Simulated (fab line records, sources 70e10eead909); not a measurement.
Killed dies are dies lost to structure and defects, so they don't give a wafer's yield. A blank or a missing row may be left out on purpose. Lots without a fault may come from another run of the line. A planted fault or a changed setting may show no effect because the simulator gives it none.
fab line records | flow nand_harc | part 2 of 2: steps 22 to 27 of 27
record lots=5 wafers=15 last_day=22
route steps=1159 shown A_STAIRCASE@568
lots that met no fault: from a run of the same line without faults
start_h: hours from the record's first day to the start of the lot's first wafer shown | wait_h: hours since the lot's step before | " the same as in the row above | L1.1+2: a row that stands for several wafers | - no value, or no start given | * or withheld: withheld | < > ~ a bound
route shown NAME@n: a module of which the file shows steps, and the number in the route of the first | usual: mean/standard deviation of fault-free wafers | same: alike in all rows | chamber/n: place in a boat | sites: the reading at each site | _std_site: their standard deviation | _edge_site: outer sites' mean less inner sites' | radius_mm: how far each site lies from the wafer's centre | mask NAME#n: copy n | behind: the tool/chamber that last shaped the wafer | hold: why the lot was held/for how many hours/how that ended | device: the transistor (n, p or np) that didn't switch | end of line: the same wafers' tests at the end of the route | a step without rows: its recipe alone | killed: dies lost to structure and defects at the first sort, not the wafer's yield | map: a wafer's dies, x killed, . not, _ none there
set.NAME: the setting as run; set.NAME@STEP: as run at that earlier step | model.NAME: the simulator's own value behind a step, which no gauge read
lots at some steps of the route; a table a step, a row a wafer
services: from which hour (start_h, from the record's first day; less than 0 if before it) a tool's chamber was out of use, for how many hours, and why
## steps
# step NHARC_A_STAIRCASE_ETCH_197
# recipe target_depth_a=1000 time_s=40.5 ion_energy_ev=400 c4f8_flow_sccm=20 o2_flow_sccm=10 ar_flow_sccm=withheld rf_w=600 bias_w=1000 chemistry=C4F8/O2
# usual chamber_pressure_mTorr=25.003/0.022 oes_product_au=0.946/0.021 rf_vpp_V=896/4.6
# columns lot.wafer tool chamber start_h wait_h chamber_pressure_mTorr oes_product_au rf_hours_counter_h rf_vpp_V
L081.2 rie_diel-04 0 - - 25.013 0.928 57 898
L081.4 " 2 " " 25.017 0.933 58 891
L081.6 " 0 " " 24.987 0.936 - 897
L082.3 rie_diel-13 0 - - 25.015 0.918 1 890
L082.1 " 2 " " 24.996 0.928 1 901
L082.6 " 1 " " 25.013 0.939 - 894
L086.3 rie_diel-04 2 - - 24.949 0.926 4 889
L086.5 " 3 " " 25.039 0.911 - 901
L086.6 " 0 " " 24.951 0.913 - 897
L088.2 rie_diel-13 3 - - 25.018 0.930 12 892
L088.6 " 2 " " 25.034 0.945 - 901
L088.5 " 3 " " 24.984 0.929 - 894
L087.1 rie_diel-04 3 - - 25.010 0.947 10 901
L087.5 " 3 " " 24.995 0.934 - 902
L087.6 " 0 " " 24.997 0.956 - 897
# step NHARC_A_STAIRCASE_TRIM_198
# recipe time_s=211.2 o2_flow_sccm=500 ar_flow_sccm=0 bias_w=0 chemistry=O2
# usual chamber_pressure_mTorr=60.00/0.056 drypump_motor_current_A=5.7/0.34 oes_product_au=0.997/0.0093 rf_vpp_V=57.7/0.89 showerhead_plenum_p_Torr=3.51/0.12 throttle_valve_pct=17.037/0.0092
# columns lot.wafer tool chamber start_h wait_h chamber_pressure_mTorr drypump_motor_current_A oes_product_au rf_hours_counter_h rf_vpp_V showerhead_plenum_p_Torr throttle_valve_pct
L081.4 rie_diel-04 3 - - 59.97 6.1 0.992 60 58.0 3.66 17.045
L081.2 " 2 " " 59.94 5.4 1.007 58 58.1 3.37 17.041
L081.6 " 3 " " 60.01 6.1 0.986 - 57.1 3.66 17.044
L082.3 rie_diel-13 3 - - 60.03 5.6 0.995 2 58.0 3.45 17.041
L082.1 " 0 " " 60.06 5.5 0.992 3 56.5 3.37 17.047
L082.6 " 2 " " 59.94 5.6 0.997 - 58.4 3.65 17.026
L086.3 rie_diel-04 2 - - 59.99 5.4 1.000 4 56.1 3.36 17.040
L086.5 " 1 " " 60.13 5.5 1.005 - 57.8 3.70 17.039
L086.6 " 2 " " 60.08 5.4 0.994 - 57.0 3.36 17.029
L088.2 rie_diel-13 0 - - 60.03 5.5 0.990 13 55.9 3.37 17.034
L088.6 " 2 " " 60.06 5.7 1.006 - 57.3 3.65 17.032
L088.5 " 3 " " 59.91 5.6 0.996 - 57.6 3.45 17.039
L087.1 rie_diel-04 2 - - 60.07 5.4 0.989 10 58.2 3.36 17.027
L087.6 " 1 " " 59.97 5.5 1.007 - 57.1 3.70 17.048
L087.5 " 2 " " 59.94 5.4 1.001 - 58.6 3.36 17.034
# step NHARC_A_STAIRCASE_ETCH_199
# recipe target_depth_a=1000 time_s=40.5 ion_energy_ev=400 c4f8_flow_sccm=20 o2_flow_sccm=10 ar_flow_sccm=withheld rf_w=600 bias_w=1000 chemistry=C4F8/O2
# usual chamber_pressure_mTorr=25.001/0.024 oes_product_au=0.944/0.017 rf_vpp_V=895/4.6
# columns lot.wafer tool chamber start_h wait_h chamber_pressure_mTorr oes_product_au rf_hours_counter_h rf_vpp_V
L081.2 rie_diel-04 1 - - 25.032 0.924 56 903
L081.4 " 0 " " 24.969 0.936 58 897
L081.6 " 2 " " 25.024 0.940 - 890
L082.3 rie_diel-13 1 - - 24.960 0.951 4 894
L082.1 " 2 " " 25.013 0.946 2 900
L082.6 " 0 " " 25.024 0.941 - 890
L088.2 rie_diel-13 1 - - 24.966 0.940 12 892
L088.6 " 2 " " 24.986 0.948 - 901
L088.5 " 3 " " 24.975 0.939 - 893
L086.3 rie_diel-04 1 - - 25.006 0.916 9 902
L086.6 " 2 " " 25.008 0.915 - 892
L086.5 " 3 " " 24.977 0.924 - 900
L087.1 rie_diel-04 2 - - 25.029 0.947 11 888
L087.6 " 3 " " 24.987 0.951 - 900
L087.5 " 0 " " 24.982 0.946 - 895
# step NHARC_A_STAIRCASE_TRIM_200
# recipe time_s=211.2 o2_flow_sccm=500 ar_flow_sccm=0 bias_w=0 chemistry=O2
# usual chamber_pressure_mTorr=60.00/0.054 drypump_motor_current_A=5.7/0.34 oes_product_au=0.997/0.0098 rf_vpp_V=57.8/0.92 showerhead_plenum_p_Torr=3.52/0.12 throttle_valve_pct=17.037/0.0095
# columns lot.wafer tool chamber start_h wait_h chamber_pressure_mTorr drypump_motor_current_A oes_product_au rf_hours_counter_h rf_vpp_V showerhead_plenum_p_Torr throttle_valve_pct
L081.4 rie_diel-04 3 - - 59.92 6.1 0.991 61 58.2 3.66 17.053
L081.2 " 0 " " 60.09 6.1 0.994 58 58.6 3.56 17.039
L081.6 " 0 " " 59.99 6.1 0.990 - 56.5 3.56 17.052
L082.3 rie_diel-13 3 - - 60.05 5.6 1.004 2 58.1 3.45 17.038
L082.1 " 0 " " 60.07 5.5 0.993 3 58.1 3.37 17.039
L082.6 " 1 " " 60.06 5.2 1.003 - 58.3 3.46 17.029
L088.2 rie_diel-13 1 - - 60.04 5.2 1.005 12 59.2 3.45 17.023
L088.5 " 1 " " 60.04 5.2 0.997 - 57.0 3.45 17.030
L088.6 " 2 " " 60.02 5.6 1.000 - 57.9 3.65 17.043
L086.3 rie_diel-04 3 - - 59.98 6.1 0.997 6 59.6 3.66 17.025
L086.6 " 3 " " 60.08 6.1 0.988 - 58.5 3.66 17.045
L086.5 " 0 " " 59.96 6.1 0.982 - 57.9 3.56 17.029
L087.1 rie_diel-04 0 - - 59.95 6.1 0.990 11 58.2 3.55 17.035
L087.5 " 3 " " 59.91 6.1 0.988 - 58.4 3.65 17.046
L087.6 " 0 " " 60.08 6.1 0.995 - 57.2 3.55 17.040
# step NHARC_A_STAIRCASE_ETCH_201
# recipe target_depth_a=1000 time_s=40.5 ion_energy_ev=400 c4f8_flow_sccm=20 o2_flow_sccm=10 ar_flow_sccm=withheld rf_w=600 bias_w=1000 chemistry=C4F8/O2
# usual chamber_pressure_mTorr=24.997/0.02 oes_product_au=0.939/0.012 rf_vpp_V=895/4.5
# columns lot.wafer tool chamber start_h wait_h chamber_pressure_mTorr oes_product_au rf_hours_counter_h rf_vpp_V
L081.2 rie_diel-04 0 - - 25.011 0.918 58 897
L081.4 " 1 " " 24.954 0.932 56 903
L081.6 " 2 " " 24.984 0.941 - 889
L082.1 rie_diel-13 3 - - 25.003 0.946 2 893
L082.3 " 0 " " 24.975 0.944 3 891
L082.6 " 2 " " 24.951 0.937 - 901
L088.2 rie_diel-13 3 - - 24.999 0.953 12 893
L088.5 " 1 " " 25.047 0.967 - 894
L088.6 " 2 " " 24.989 0.947 - 900
L086.3 rie_diel-04 3 - - 24.991 0.914 6 899
L086.6 " 1 " " 25.027 0.942 - 900
L086.5 " 2 " " 24.986 0.936 - 889
L087.1 rie_diel-04 2 - - 25.013 0.941 11 890
L087.5 " 1 " " 24.997 0.948 - 901
L087.6 " 2 " " 24.988 0.930 - 890
# step NHARC_A_STAIRCASE_TRIM_202
# recipe time_s=211.2 o2_flow_sccm=500 ar_flow_sccm=0 bias_w=0 chemistry=O2
# usual chamber_pressure_mTorr=60.00/0.06 drypump_motor_current_A=5.7/0.34 oes_product_au=0.997/0.0092 rf_vpp_V=57.7/0.79 showerhead_plenum_p_Torr=3.51/0.12 throttle_valve_pct=17.036/0.01
# columns lot.wafer tool chamber start_h wait_h chamber_pressure_mTorr drypump_motor_current_A oes_product_au rf_hours_counter_h rf_vpp_V showerhead_plenum_p_Torr throttle_valve_pct
L081.4 rie_diel-04 0 - - 60.00 6.1 0.996 58 58.0 3.56 17.019
L081.2 " 1 " " 60.06 5.5 0.986 57 58.2 3.71 17.050
L081.6 " 3 " " 60.02 6.1 0.986 - 58.4 3.66 17.034
L082.3 rie_diel-13 0 - - 59.95 5.5 0.988 4 57.6 3.37 17.013
L082.1 " 2 " " 60.01 5.7 0.994 3 57.3 3.65 17.027
L082.6 " 3 " " 60.05 5.6 1.003 - 58.3 3.45 17.025
L088.2 rie_diel-13 1 - - 60.06 5.2 0.998 12 58.6 3.45 17.038
L088.6 " 0 " " 59.93 5.5 0.994 - 58.1 3.37 17.038
L088.5 " 1 " " 60.00 5.2 0.996 - 58.3 3.45 17.041
L086.3 rie_diel-04 3 - - 60.10 6.1 0.985 6 57.6 3.66 17.024
L086.6 " 0 " " 60.00 6.1 0.989 - 59.0 3.56 17.033
L086.5 " 1 " " 59.92 5.5 1.005 - 58.0 3.70 17.034
L087.1 rie_diel-04 3 - - 60.10 6.1 0.997 10 56.1 3.65 17.020
L087.6 " 0 " " 60.07 6.1 0.996 - 56.5 3.55 17.025
L087.5 " 1 " " 59.96 5.5 1.018 - 58.3 3.70 17.010
## services
# columns tool chamber start_h hours kind
rie_diel-13 0 255.82 - clean
rie_diel-13 1 255.82 - clean
rie_diel-13 2 255.82 - clean
rie_diel-13 3 255.82 - clean
krf_scanner-01 - 256.79 4.0 pm
rie_diel-13 1 268.75 6.3 repair
rie_diel-04 0 269.40 - clean
rie_diel-04 1 269.40 - clean
rie_diel-04 2 269.40 - clean
rie_diel-04 3 269.40 - clean
rie_diel-13 - 276.66 9.0 pm
rie_diel-13 0 276.66 9.0 vent_cycle
rie_diel-13 1 276.66 9.0 vent_cycle
rie_diel-13 2 276.66 9.0 vent_cycle
rie_diel-13 3 276.66 9.0 vent_cycle
rie_diel-13 0 285.66 - clean
rie_diel-13 1 285.66 - clean
rie_diel-13 2 285.66 - clean
rie_diel-13 3 285.66 - clean
rie_diel-04 - 289.96 9.0 pm
rie_diel-13 0 310.42 - clean
rie_diel-13 1 310.42 - clean
rie_diel-13 2 310.42 - clean
rie_diel-13 3 310.42 - clean
